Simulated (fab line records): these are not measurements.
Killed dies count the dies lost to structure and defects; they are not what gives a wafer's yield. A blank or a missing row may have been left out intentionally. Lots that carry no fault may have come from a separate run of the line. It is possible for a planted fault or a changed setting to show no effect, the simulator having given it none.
fab line records	flow nand_harc
[record] lots = 14	wafers = 42	last_day = 33
route steps=1302 shown A_BONDPAD@1215
lots that met no fault: taken from a fault-free run of the same line
start_h: hours from the record's first day to the start of the lot's first wafer shown	wait_h: time in hours since the lot's previous step	" same as the row above	L1.1+2: a single row standing in for several wafers	- no value, or no start given	* or withheld: withheld	< > ~ a bound
route shown NAME@n: a module of which the file shows steps, and the number in the route of the first	usual: the fault-free wafers' mean and standard deviation	same: alike in all rows	chamber/n: place in a boat	sites: readings site by site	_std_site: their standard deviation	_edge_site: inner sites' mean taken away from outer sites' mean	radius_mm: how far each site lies from the wafer's centre	mask NAME#n: copy n	behind: tool/chamber where the wafer was last shaped	hold: the reason the lot was held/the length of the hold in hours/how it ended	device: which transistor (n, p or np) failed to switch	end of line: the same wafers' tests at the end of the route	step lacking rows: just its recipe	killed: at the first sort, the dies lost to defects and structure; wafer yield is something else	map: shows each die of a wafer: x if killed, . if not, _ if none is there
set.NAME: setting as actually run; set.NAME@STEP: the setting as run at that earlier step	model.NAME: the simulator's own value behind a step, which no gauge read
steps of the route over a sample of lots; a table a step, a row a wafer
services: the hour from which a tool's chamber was out of use, counted from the record's first day as start_h (under 0 if before that day), plus the number of hours and why
[[steps]]
[step NHARC_A_BONDPAD_CD_MEAS_09]
[recipe] target_cd_nm = 500	landing_energy_ev = 500
[usual] cd_nm = 500.0/2.1
[same] landing_energy_ev = 500
lot.wafer	tool	chamber	start_h	wait_h	cd_nm
L767.2	cd_sem-01	0	529.97	-	498.4
L767.4	"	0	"	"	500.4
L767.6	"	0	"	"	498.8
L766.1	cd_sem-03	0	542.88	-	501.4
L766.3	"	0	"	"	499.5
L766.6	"	0	"	"	500.8
L771.1	cd_sem-03	0	579.99	-	503.5
L771.3	"	0	"	"	501.4
L771.5	"	0	"	"	500.5
L773.1	cd_sem-01	0	611.10	-	499.5
L773.4	"	0	"	"	500.8
L773.5	"	0	"	"	497.2
L778.1	cd_sem-02	0	654.86	-	496.9
L778.3	"	0	"	"	500.0
L778.5	"	0	"	"	501.9
L779.1	cd_sem-02	0	658.66	-	501.7
L779.5	"	0	"	"	500.6
L779.6	"	0	"	"	501.7
L781.2	cd_sem-01	0	667.40	-	496.5
L781.4	"	0	"	"	500.0
L781.5	"	0	"	"	495.8
L782.2	cd_sem-03	0	710.34	-	505.0
L782.3	"	0	"	"	502.4
L782.6	"	0	"	"	501.2
L784.1	cd_sem-01	0	711.20	-	502.0
L784.2	"	0	"	"	500.6
L784.4	"	0	"	"	501.7
L785.2	cd_sem-03	0	718.65	-	499.3
L785.4	"	0	"	"	497.1
L785.6	"	0	"	"	500.3
L786.2	cd_sem-01	0	731.65	-	495.5
L786.3	"	0	"	"	500.5
L786.5	"	0	"	"	499.4
L788.2	cd_sem-02	0	748.98	-	502.1
L788.3	"	0	"	"	501.5
L788.5	"	0	"	"	504.1
L787.3	cd_sem-01	0	750.03	-	504.4
L787.4	"	0	"	"	501.4
L787.5	"	0	"	"	501.5
L789.2	cd_sem-02	0	767.36	-	497.8
L789.3	"	0	"	"	499.4
L789.5	"	0	"	"	500.2
[step NHARC_A_BONDPAD_ETCH_34]
[recipe] target_depth_a = 600	overetch_a = 180	time_s = 65.91	ion_energy_ev = 200	n2_flow_sccm = 150	h2_flow_sccm = 150	ar_flow_sccm = 0	rf_w = 400	bias_w = 150	chemistry = N2/H2
[usual] drypump_motor_current_A = 5.7/0.33	oes_product_au = 1.005/0.0094	rf_vpp_V = 430.7/2.8	showerhead_plenum_p_Torr = 2.05/0.099	throttle_valve_pct = 14.172/0.009
lot.wafer	tool	chamber	start_h	wait_h	drypump_motor_current_A	oes_product_au	rf_hours_counter_h	rf_vpp_V	showerhead_plenum_p_Torr	throttle_valve_pct
L767.2	rie_diel-07	1	530.28	0.1	4.9	0.996	11	428.3	1.98	14.181
L767.4	"	2	"	"	6.7	0.985	11	433.4	2.12	14.168
L767.6	"	1	"	"	4.9	0.994	-	430.2	1.98	14.183
L766.3	rie_diel-05	1	543.19	0.1	5.7	0.998	4	428.8	2.00	14.161
L766.1	"	2	"	"	5.5	1.001	4	434.6	2.18	14.174
L766.6	"	3	"	"	5.8	1.013	-	431.1	2.09	14.171
L771.3	rie_diel-05	1	580.29	0.1	5.8	1.004	5	430.3	2.00	14.177
L771.1	"	2	"	"	5.5	1.008	6	434.2	2.18	14.173
L771.5	"	1	"	"	5.7	1.004	-	430.5	2.00	14.165
L773.4	rie_diel-05	2	611.41	0.1	5.5	0.999	0	434.1	2.18	14.166
L773.1	"	3	"	"	5.8	1.025	0	433.4	2.09	14.178
L773.5	"	1	"	"	5.7	0.991	-	430.4	2.00	14.183
L778.3	rie_diel-05	1	655.17	0.1	5.7	1.016	2	429.1	2.00	14.181
L778.1	"	3	"	"	5.8	1.013	1	432.4	2.09	14.184
L778.5	"	1	"	"	5.7	1.013	-	429.3	2.00	14.176
L779.1	rie_diel-05	2	658.96	0.1	5.6	1.011	2	436.1	2.18	14.164
L779.5	"	2	"	"	5.6	1.011	-	433.3	2.18	14.178
L779.6	"	3	"	"	5.8	1.014	-	433.1	2.09	14.179
L781.4	rie_diel-05	1	667.70	0.1	5.7	1.007	2	429.6	2.00	14.174
L781.2	"	2	"	"	5.5	1.010	2	435.7	2.18	14.176
L781.5	"	3	"	"	5.8	1.011	-	432.3	2.09	14.171
L782.2	rie_diel-05	0	710.65	0.1	5.5	1.002	3	427.4	1.91	14.180
L782.3	"	1	"	"	5.7	0.994	3	429.4	2.00	14.175
L782.6	"	2	"	"	5.6	1.001	-	433.3	2.18	14.183
L784.4	rie_diel-05	0	711.50	0.1	5.6	1.001	4	427.1	1.91	14.179
L784.2	"	2	"	"	5.5	1.016	3	433.0	2.18	14.155
L784.1	"	3	"	"	5.8	1.022	4	432.3	2.09	14.169
L785.2	rie_diel-05	0	718.94	0.1	5.5	1.001	4	426.4	1.91	14.160
L785.4	"	2	"	"	5.6	0.997	4	433.9	2.18	14.163
L785.6	"	0	"	"	5.5	1.001	-	427.1	1.91	14.168
L786.2	rie_diel-02	2	731.95	0.1	6.0	1.002	43	432.2	2.13	14.180
L786.3	"	0	"	"	6.6	1.011	49	434.2	2.16	14.179
L786.5	"	2	"	"	6.0	1.006	-	433.9	2.13	14.191
L788.2	rie_diel-05	3	749.28	0.1	5.8	1.018	5	430.6	2.09	14.161
L788.3	"	0	"	"	5.5	0.993	5	425.6	1.91	14.169
L788.5	"	3	"	"	5.8	1.016	-	430.8	2.09	14.174
L787.4	rie_diel-05	2	750.32	0.1	5.6	0.996	5	434.1	2.18	14.172
L787.3	"	0	"	"	5.5	1.006	5	425.7	1.91	14.160
L787.5	"	3	"	"	5.8	1.016	-	431.7	2.09	14.160
L789.2	rie_diel-07	0	767.65	0.1	5.7	0.974	19	427.7	1.96	14.195
L789.3	"	1	"	"	4.9	0.992	19	427.8	1.97	14.182
L789.5	"	1	"	"	4.9	0.993	-	429.6	1.97	14.156
[step NHARC_A_BONDPAD_ETCH_24]
[recipe] target_depth_a = 300	over_etch_frac = 0.3	time_s = 72.99	ion_energy_ev = 150	cf4_flow_sccm = 50	n2_flow_sccm = 100	ar_flow_sccm = 150	rf_w = 300	bias_w = 100	chemistry = CF4/N2
[usual] cf4_flow_sccm = 49.99/0.16	drypump_motor_current_A = 5.8/0.48	oes_product_au = 1.001/0.011	rf_vpp_V = 314.1/2	showerhead_plenum_p_Torr = 2.63/0.11	throttle_valve_pct = 19.793/0.0095
lot.wafer	tool	chamber	start_h	wait_h	cf4_flow_sccm	drypump_motor_current_A	oes_product_au	rf_hours_counter_h	rf_vpp_V	showerhead_plenum_p_Torr	throttle_valve_pct
L767.2	rie_diel-07	2	-	-	49.85	6.6	0.989	11	316.4	2.73	19.790
L767.4	"	0	"	"	50.18	5.8	1.000	9	311.2	2.55	19.784
L767.6	"	2	"	"	49.82	6.6	0.987	-	315.2	2.73	19.795
L766.3	rie_diel-05	1	-	-	50.23	5.7	1.004	4	313.7	2.58	19.785
L766.1	"	0	"	"	50.30	5.5	1.016	4	310.7	2.47	19.773
L766.6	"	2	"	"	49.98	5.6	0.996	-	315.9	2.80	19.780
L771.1	rie_diel-05	2	-	-	49.82	5.5	1.004	6	316.8	2.79	19.789
L771.3	"	0	"	"	49.75	5.5	1.007	5	310.8	2.47	19.801
L771.5	"	2	"	"	49.83	5.5	1.005	-	317.0	2.79	19.786
L773.1	rie_diel-05	1	-	-	50.29	5.7	1.003	0	311.4	2.58	19.786
L773.4	"	2	"	"	49.79	5.6	1.003	0	318.6	2.79	19.793
L773.5	"	0	"	"	49.77	5.5	1.006	-	311.0	2.47	19.788
L778.1	rie_diel-05	2	-	-	50.11	5.6	1.003	2	316.4	2.79	19.791
L778.3	"	3	"	"	49.95	5.8	1.004	1	316.0	2.68	19.788
L778.5	"	2	"	"	49.99	5.6	1.006	-	315.7	2.79	19.808
L779.1	rie_diel-07	1	-	-	50.04	4.9	0.998	0	312.3	2.55	19.797
L779.5	"	0	"	"	50.15	5.7	0.977	-	311.8	2.54	19.797
L779.6	"	1	"	"	50.03	4.9	1.001	-	311.0	2.55	19.787
L781.2	rie_diel-05	0	-	-	50.03	5.5	0.998	2	309.7	2.47	19.799
L781.4	"	1	"	"	50.05	5.7	1.000	2	311.8	2.58	19.793
L781.5	"	0	"	"	49.99	5.5	0.991	-	312.2	2.47	19.784
L782.2	rie_diel-05	1	-	-	49.97	5.8	0.997	3	311.9	2.58	19.792
L782.3	"	0	"	"	49.87	5.6	1.007	4	312.0	2.47	19.775
L782.6	"	1	"	"	50.18	5.7	1.009	-	314.4	2.58	19.805
L784.1	rie_diel-05	2	-	-	49.87	5.5	1.006	3	316.9	2.79	19.794
L784.2	"	0	"	"	49.83	5.5	0.992	4	312.6	2.47	19.789
L784.4	"	1	"	"	50.17	5.7	1.003	4	312.8	2.57	19.785
L785.2	rie_diel-07	1	-	-	50.17	4.9	1.000	9	313.6	2.55	19.789
L785.4	"	2	"	"	50.34	6.6	0.989	8	316.1	2.72	19.783
L785.6	"	1	"	"	49.98	4.9	1.002	-	312.9	2.55	19.805
L786.2	rie_diel-05	3	-	-	50.16	5.8	1.010	4	314.8	2.68	19.797
L786.3	"	0	"	"	49.91	5.5	0.998	4	312.3	2.47	19.775
L786.5	"	1	"	"	49.65	5.7	0.995	-	311.8	2.57	19.798
L788.2	rie_diel-02	0	-	-	49.85	6.6	1.004	51	316.0	2.77	19.776
L788.3	"	1	"	"	49.96	6.6	1.004	47	310.2	2.44	19.781
L788.5	"	3	"	"	50.17	6.7	0.994	-	314.0	2.57	19.791
L787.4	rie_diel-07	2	-	-	50.14	6.6	0.990	16	316.0	2.71	19.802
L787.3	"	0	"	"	50.05	5.7	0.994	16	313.4	2.54	19.801
L787.5	"	3	"	"	50.13	5.4	1.017	-	313.1	2.61	19.800
L789.2	rie_diel-07	1	-	-	50.00	4.9	0.993	19	313.3	2.54	19.793
L789.3	"	3	"	"	49.98	5.4	0.997	17	314.5	2.61	19.782
L789.5	"	1	"	"	49.78	4.9	0.995	-	312.9	2.54	19.788
[step NHARC_A_BONDPAD_PVD_17]
[recipe] target_thk_a = 50	bias_v = 168.6	power_w = 15000	chamber_pressure_pa = 0.12	time_s = 8.06	substrate_temp_c = 50	material = TaN
[usual] bias_v = 168.6/1.7	cathode_dc_power_W = 15000/2.7	chamber_pressure_pa = 0.11999/0.00022	throttle_valve_pct = 29.7/1.5
lot.wafer	tool	chamber	start_h	wait_h	bias_v	cathode_dc_power_W	chamber_pressure_pa	throttle_valve_pct
L767.2	pvd_sputter-01	-	531.27	-	168.9	14999	0.12001	28.8
L767.4	"	-	"	"	169.5	15000	0.12005	30.1
L767.6	"	-	"	"	170.5	14998	0.1201	30.1
L766.1	pvd_sputter-03	-	544.15	-	171.8	14999	0.1201	32.5
L766.3	"	-	"	"	168.3	14999	0.11993	31.4
L766.6	"	-	"	"	170.0	15006	0.11969	32.1
L771.1	pvd_sputter-03	-	581.29	-	166.2	14999	0.11995	30.1
L771.3	"	-	"	"	170.6	14998	0.12039	31.5
L771.5	"	-	"	"	169.1	14997	0.11985	28.9
L773.4	pvd_sputter-03	-	612.38	-	170.4	15001	0.11947	28.8
L773.1	"	-	"	"	167.7	15002	0.11957	31.4
L773.5	"	-	"	"	169.9	15007	0.11992	28.7
L778.1	pvd_sputter-03	-	656.13	-	-	-	-	-
L778.3	"	-	"	"	-	-	-	-
L778.5	"	-	"	"	-	-	-	-
L779.1	pvd_sputter-03	-	659.98	-	-	-	-	-
L779.6	"	-	"	"	-	-	-	-
L779.5	"	-	"	"	-	-	-	-
L781.2	pvd_sputter-02	-	668.68	-	167.3	15001	0.11959	27.4
L781.4	"	-	"	"	166.4	14997	0.11981	29.8
L781.5	"	-	"	"	169.3	15002	0.11989	27.2
L782.3	pvd_sputter-01	-	711.63	-	166.0	15001	0.11982	30.2
L782.2	"	-	"	"	167.7	15000	0.12005	30.1
L782.6	"	-	"	"	164.5	15002	0.11939	30.0
L784.4	pvd_sputter-01	-	712.48	-	170.7	15004	0.12042	27.9
L784.2	"	-	"	"	166.8	14999	0.11992	30.0
L784.1	"	-	"	"	167.1	14998	0.11994	28.4
L785.2	pvd_sputter-03	-	719.93	-	169.1	14996	0.11978	28.8
L785.4	"	-	"	"	164.3	15001	0.12014	31.6
L785.6	"	-	"	"	168.8	15001	0.12016	32.5
L786.3	pvd_sputter-02	-	732.91	-	170.1	14997	0.12014	27.3
L786.2	"	-	"	"	170.3	15003	0.11986	30.2
L786.5	"	-	"	"	170.4	15000	0.12006	27.2
L788.2	pvd_sputter-01	-	750.24	-	165.2	14999	0.12001	30.3
L788.3	"	-	"	"	168.1	14998	0.12006	28.0
L788.5	"	-	"	"	169.8	14999	0.12015	28.0
L787.4	pvd_sputter-02	-	751.30	-	166.9	14996	0.1204	29.9
L787.3	"	-	"	"	169.2	14999	0.11984	30.3
L787.5	"	-	"	"	169.7	15001	0.11997	30.1
L789.3	pvd_sputter-03	-	768.65	-	170.1	14996	0.11969	32.7
L789.2	"	-	"	"	168.9	14998	0.11976	29.2
L789.5	"	-	"	"	168.4	14998	0.11985	32.2
[[services]]
tool	chamber	start_h	hours	kind
rie_diel-05	0	513.73	-	clean
rie_diel-05	1	513.73	-	clean
rie_diel-05	2	513.73	-	clean
rie_diel-05	3	513.73	-	clean
pvd_sputter-03	-	526.00	10.0	pm
rie_diel-05	0	538.23	-	clean
rie_diel-02	-	573.48	9.0	pm
pvd_sputter-01	-	582.00	10.0	pm
rie_diel-05	-	583.73	9.0	pm
pvd_sputter-02	-	638.03	10.0	pm
pvd_sputter-01	-	645.71	4.6	repair
rie_diel-07	-	648.20	9.0	pm
rie_diel-05	1	687.90	3.7	repair
rie_diel-02	0	695.20	2.5	repair
rie_diel-02	2	695.88	4.6	repair
pvd_sputter-01	-	698.62	2.1	repair
pvd_sputter-02	-	699.18	7.9	repair
pvd_sputter-01	-	703.64	3.8	repair
pvd_sputter-01	-	713.71	1.1	repair
rie_diel-02	-	732.53	4.9	repair
pvd_sputter-03	-	736.97	1.4	repair
rie_diel-02	-	750.48	9.0	pm
pvd_sputter-01	-	760.00	10.0	pm
rie_diel-05	-	760.73	9.0	pm
[[key]]
[first_sign] step = NHARC_A_BONDPAD_PVD_17	reading = tool_record	direction = missing
effect none on later readings
met_at NHARC_A_BONDPAD_PVD_17
struck_lots L778,L779
later_rows_left_out L778.1,L778.3,L778.5,L779.1,L779.5,L779.6
sort_left_out L778.1,L778.3,L778.5,L779.1,L779.5,L779.6
not_acting_at NHARC_A_BONDPAD_CD_MEAS_09,NHARC_A_BONDPAD_ETCH_34,NHARC_A_BONDPAD_ETCH_24
onset_between 612.38 656.13
[fault] kind = skipped_step_whole	tool = pvd_sputter-03	chamber = -	onset_h = 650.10	steps = NHARC_A_BONDPAD_PVD_17	scope = struck_lots_only
// sort_left_out: the simulated sort isn't trusted on such a fault, so these wafers' sort isn't shown, and their yield isn't known
// later_rows_left_out: the simulator's readings of these wafers behind a module that went badly wrong aren't trusted and aren't shown, but for the sort
